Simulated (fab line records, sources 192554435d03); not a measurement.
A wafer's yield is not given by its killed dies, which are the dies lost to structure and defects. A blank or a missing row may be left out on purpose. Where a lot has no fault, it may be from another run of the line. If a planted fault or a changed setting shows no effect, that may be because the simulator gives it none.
Struck lot and sound lot, side by side | flow n5-finfet | 38 steps out of a route of 1938
Sound: wafers L421.2, L421.3, L421.5. Struck: wafer L430.6 (L430.3, L430.4, from the same lot, were not struck and are left out); the cause is given at the end.
Order at every step that has rows: each side's tool, ch and its chambers, its first start. Under that, the readings that differ: sound wafers | struck wafers | difference of the means | sigmas: that difference in standard deviations of wafers without a fault.
alike: readings with means less than 2 such deviations apart, plus words and numbers identical on both sides. not compared: withheld readings, readings lacking a value on some wafer, bounds such as >300 that could conceal the same value, and numbers that have no deviation in the record and whose values overlap.
The two part at a step that has a row with sigmas, a row that says differs or no value, or rows on one side only. Non-overlapping numbers with no deviation appear without sigmas and do not part them. Lack of a reading on every wafer of one side parts them only where that side has two or more wafers.

first, 9 steps without rows for these wafers: N5_HKMG_FIN_SOFTBAKE_07 (time 60 s); N5_HKMG_FIN_EXPOSE_09 (exposes mask NWFM); N5_HKMG_FIN_PEB_10 (peb time 60 s); N5_HKMG_FIN_DEVELOP_11 (develop time 30 s); N5_HKMG_FIN_DESCUM_17 (chemistry O2, time 7.9 s); N5_HKMG_FIN_ETCH_31 (etches SiARC in CF4, target depth 45.5 nm, time 75.8 s); N5_HKMG_FIN_ETCH_32 (etches SOC in N2/H2, target depth 240 nm, time 300 s); N5_HKMG_FIN_STRIP_33 (strips in N2/H2); N5_HKMG_FIN_STRIP_34 (strips in CF4).
N5_HKMG_FIN_ETCH_35: etches SOC in N2/H2, target depth 215.8 nm, time 243.4 s.
  sound on rie-diel-01 ch 2,3, day 6 10:34; struck on rie-diel-01 ch 1, day 9 07:13
  alike: drypump-motor-current-A, oes-product-au, rf-vpp-V, showerhead-plenum-p-Torr, throttle-valve-pct
  not compared: rf-hours-counter-h
then, 27 steps without rows for these wafers: N5_HKMG_FIN_STRIP_92 (strips SOC in N2/H2, time 20 s); N5_HKMG_FIN_WET_ETCH_18 (etches TiN in SC1, time 55 s, target depth 5.2 nm, rinse time 30 s); N5_HKMG_FIN_STRIP_19 (strips in N2/H2, time 360 s); N5_HKMG_FIN_ALD_91 (deposits TiN, target thk 1 nm, pulse time 1 s, purge time 3 s); N5_HKMG_FIN_COAT_85 (time 60 s, resist thk 300 nm); N5_HKMG_FIN_ETCH_86 (etches SOC in N2/H2, stops on TiN, target depth 393.2 nm); N5_HKMG_FIN_STRIP_89 (strips SOC in N2/H2, time 20 s); N5_HKMG_FIN_WET_ETCH_87 (etches TiN in SC1, time 154.2 s, target depth 4.7 nm, rinse time 30 s); N5_HKMG_FIN_STRIP_88 (strips in N2/H2, time 360 s); N5_HKMG_FIN_NWFM_ALD_20 (deposits TiAlC, target thk 2 nm, pulse time 3 s, purge time 2 s); N5_HKMG_FIN_ALD_71 (deposits TiN, target thk 1 nm, pulse time 1 s, purge time 3 s); N5_HKMG_FIN_COAT_66 (time 60 s, resist thk 300 nm); N5_HKMG_FIN_ETCH_67 (etches SOC in N2/H2, stops on TiN, target depth 388.9 nm); N5_HKMG_FIN_STRIP_90 (strips SOC in N2/H2, time 20 s); N5_HKMG_FIN_WET_ETCH_73 (etches the open film in SC1, time 42.3 s, target depth 1.3 nm, rinse time 30 s); N5_HKMG_FIN_ETCHBACK_68 (etches the open film in Cl2/Ar, stops on HfO2, target depth 0.5 nm); N5_HKMG_FIN_STRIP_69 (strips in N2/H2, time 360 s); N5_HKMG_FIN_ALD_21 (deposits TiN, target thk 1.5 nm, pulse time 1 s, purge time 3 s); N5_HKMG_FIN_ALD_72 (deposits W, target thk 2 nm, pulse time 1 s, purge time 2 s); N5_HKMG_FIN_W_FILL_22 (material W, target thk 60 nm, time 18.2 s); N5_HKMG_FIN_PRECLEAN_83 (cleans in DIW, time 57.5 s); N5_HKMG_FIN_SRD_84 (dry time 32 s); N5_HKMG_FIN_CMP_23 (polishes, stops on SiNx, t overpolish 10 s, target thk 46.326 nm); N5_HKMG_FIN_CMP_94 (polishes, stops on SiNx, t overpolish 4.7 s, target thk 43.299 nm); N5_GATE_CUT_ETCHBACK_00 (etches W in SF6/Cl2); N5_GATE_CUT_ETCH_56 (etches TiN in Cl2/Ar, target depth 21.6 nm); N5_GATE_CUT_ETCHBACK_30 (etches TiN in Cl2/Ar, target depth 3 nm).
-- a jump in the record: the struck wafers' starts before and after are 10 days apart (it breaks off in module GATE_CUT and resumes in module PASSIVATION, where the first step shown is number 1936 of the route) --
N5_PASSIVATION_PROBE_49:
  only the struck wafers here have rows in the record (prober-02, day 19 06:17); the sound ones have none

WHERE THEY PART
Only at N5_PASSIVATION_PROBE_49, within this record.

WHY: the cause the simulator had injected
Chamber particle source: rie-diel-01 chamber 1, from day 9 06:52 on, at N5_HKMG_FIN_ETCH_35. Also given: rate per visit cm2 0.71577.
